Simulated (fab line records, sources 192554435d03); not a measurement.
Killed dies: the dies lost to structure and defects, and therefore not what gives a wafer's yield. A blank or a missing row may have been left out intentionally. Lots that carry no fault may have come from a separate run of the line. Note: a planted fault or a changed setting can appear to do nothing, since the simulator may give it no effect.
Check of tool commonality + flow n5_finfet + 9 lots and 27 wafers in the sample

WHY THIS WAS OPENED
Flagged at N5_FIN_SAQP_INSPECT_40: reading raw_defect_count, on 2 of 9 lots. No-fault wafers: 237, standard deviation 71.
Rule: flag the lot when none of its wafers has a number, or when each of its wafers that has one lies beyond 4 standard deviations from that mean. As for the other lots, they are considered sound.

| lot  | measured    | on                | raw_defect_count, wafer by wafer | flag    |
|------|-------------|-------------------|----------------------------------|---------|
| L753 | day 2 03:46 | defect_inspect-02 | 185 247 153                      |         |
| L757 | day 3 04:16 | defect_inspect-02 | 308 271 306                      |         |
| L758 | day 3 09:11 | defect_inspect-02 | 236 214 271                      |         |
| L759 | day 3 16:59 | defect_inspect-02 | 285 247 232                      |         |
| L763 | day 4 14:14 | defect_inspect-01 | 210 198 236                      |         |
| L769 | day 6 02:46 | defect_inspect-01 | 1308 1370 1325                   | FLAGGED |
| L772 | day 6 20:31 | defect_inspect-01 | 1469 1379 1435                   | FLAGGED |
| L775 | day 7 14:40 | defect_inspect-01 | 253 323 262                      |         |
| L776 | day 7 21:59 | defect_inspect-02 | 311 457 380                      |         |
Average over the flagged lots: 1381; offset from the usual +1144, equal to +16 standard deviations.

TOOL THAT RAN EACH LOT
Before the reading, the record contains 3 process steps out of a 1938-step route. In each cell: the tool, then ch and the chambers that the sampled wafers went through, then the start.
| lot  | flag    | N5_FIN_SAQP_ETCH_69               | N5_FIN_SAQP_STRIP_70              | N5_FIN_SAQP_SPACER2_ALD_28       |
|------|---------|-----------------------------------|-----------------------------------|----------------------------------|
| L753 |         | rie_diel-06 ch 0,1,2, day 2 02:08 | rie_diel-06 ch 0,1,2, day 2 02:14 | ald_sin-01 ch 1,2, day 2 02:26   |
| L757 |         | rie_diel-06 ch 0,2,3, day 3 02:48 | rie_diel-06 ch 0,2,3, day 3 02:54 | ald_sin-02 ch 0,3, day 3 03:06   |
| L758 |         | rie_diel-04 ch 0,1,2, day 3 07:46 | rie_diel-04 ch 0,1,2, day 3 07:52 | ald_sin-01 ch 0,2,3, day 3 08:04 |
| L759 |         | rie_diel-06 ch 0,1, day 3 15:35   | rie_diel-06 ch 0,1, day 3 15:41   | ald_sin-02 ch 0,1,3, day 3 15:53 |
| L763 |         | rie_diel-05 ch 0,1,2, day 4 12:49 | rie_diel-05 ch 0,1,2, day 4 12:55 | ald_sin-04 ch 1,2,3, day 4 13:07 |
| L769 | FLAGGED | rie_diel-06 ch 1,2,3, day 6 01:20 | rie_diel-06 ch 1,2,3, day 6 01:26 | ald_sin-02 ch 0,1,3, day 6 01:39 |
| L772 | FLAGGED | rie_diel-06 ch 0,1, day 6 19:07   | rie_diel-06 ch 0,1, day 6 19:13   | ald_sin-02 ch 0,2,3, day 6 19:25 |
| L775 |         | rie_diel-04 ch 1,2, day 7 12:18   | rie_diel-04 ch 1,2, day 7 12:24   | ald_sin-04 ch 1,2, day 7 13:20   |
| L776 |         | rie_diel-04 ch 1,2, day 7 20:27   | rie_diel-04 ch 1,2, day 7 20:33   | ald_sin-01 ch 1,2, day 7 20:46   |
What the steps here do:
- N5_FIN_SAQP_ETCH_69: etches SOC in N2/H2, stops on SiNx, target depth 150 nm.
- N5_FIN_SAQP_STRIP_70: strips in N2/H2.
- N5_FIN_SAQP_SPACER2_ALD_28: deposits SiO2, target thk 8.1 nm, pulse time 1 s, purge time 2 s.
- N5_FIN_SAQP_INSPECT_40: inspects for defects (brightfield).

FLAGGED OVER TOTAL, TOOL BY TOOL (the gauges that took the reading come last)
| step                       | tool              | lots run | flagged | share of the flagged lots | sound lots run after its first flagged lot |
|----------------------------|-------------------|----------|---------|---------------------------|--------------------------------------------|
| N5_FIN_SAQP_ETCH_69        | rie_diel-04       | 3        | 0       | none                      | -                                          |
| N5_FIN_SAQP_ETCH_69        | rie_diel-05       | 1        | 0       | none                      | -                                          |
| N5_FIN_SAQP_ETCH_69        | rie_diel-06       | 5        | 2       | all                       | 0                                          |
| N5_FIN_SAQP_STRIP_70       | rie_diel-04       | 3        | 0       | none                      | -                                          |
| N5_FIN_SAQP_STRIP_70       | rie_diel-05       | 1        | 0       | none                      | -                                          |
| N5_FIN_SAQP_STRIP_70       | rie_diel-06       | 5        | 2       | all                       | 0                                          |
| N5_FIN_SAQP_SPACER2_ALD_28 | ald_sin-01        | 3        | 0       | none                      | -                                          |
| N5_FIN_SAQP_SPACER2_ALD_28 | ald_sin-02        | 4        | 2       | all                       | 0                                          |
| N5_FIN_SAQP_SPACER2_ALD_28 | ald_sin-04        | 2        | 0       | none                      | -                                          |
| N5_FIN_SAQP_INSPECT_40     | defect_inspect-01 | 4        | 2       | all                       | 1 (L775)                                   |
| N5_FIN_SAQP_INSPECT_40     | defect_inspect-02 | 5        | 0       | none                      | -                                          |

THE TABLE: WHAT IT ALLOWS
4 rows of the table ran every flagged lot: rie_diel-06 at N5_FIN_SAQP_ETCH_69, rie_diel-06 at N5_FIN_SAQP_STRIP_70, ald_sin-02 at N5_FIN_SAQP_SPACER2_ALD_28, defect_inspect-01 at N5_FIN_SAQP_INSPECT_40.
- rie_diel-06 at N5_FIN_SAQP_ETCH_69 ran 5 lots, 2 of them flagged. A fault beginning between L759 (day 3 15:35), its last sound lot, and L769 (day 6 01:20), its first flagged one, fits the data.
- rie_diel-06 at N5_FIN_SAQP_STRIP_70 ran 5 lots, 2 of them flagged. A fault beginning between L759 (day 3 15:41), its last sound lot, and L769 (day 6 01:26), its first flagged one, fits the data.
- ald_sin-02 at N5_FIN_SAQP_SPACER2_ALD_28 ran 4 lots, 2 of them flagged. A fault beginning between L759 (day 3 15:53), its last sound lot, and L769 (day 6 01:39), its first flagged one, fits the data.
- defect_inspect-01 at N5_FIN_SAQP_INSPECT_40 ran 4 lots, 2 of them flagged. After the first flagged lot (L775), sound lots still ran on it; a lasting fault on the whole tool would not permit that.
Because each of these 2 tools fits a fault that began at some hour, counting lots does not separate them. More lots, or a look at what each step does to the wafer, might.

WHAT THE SIMULATOR PUT IN
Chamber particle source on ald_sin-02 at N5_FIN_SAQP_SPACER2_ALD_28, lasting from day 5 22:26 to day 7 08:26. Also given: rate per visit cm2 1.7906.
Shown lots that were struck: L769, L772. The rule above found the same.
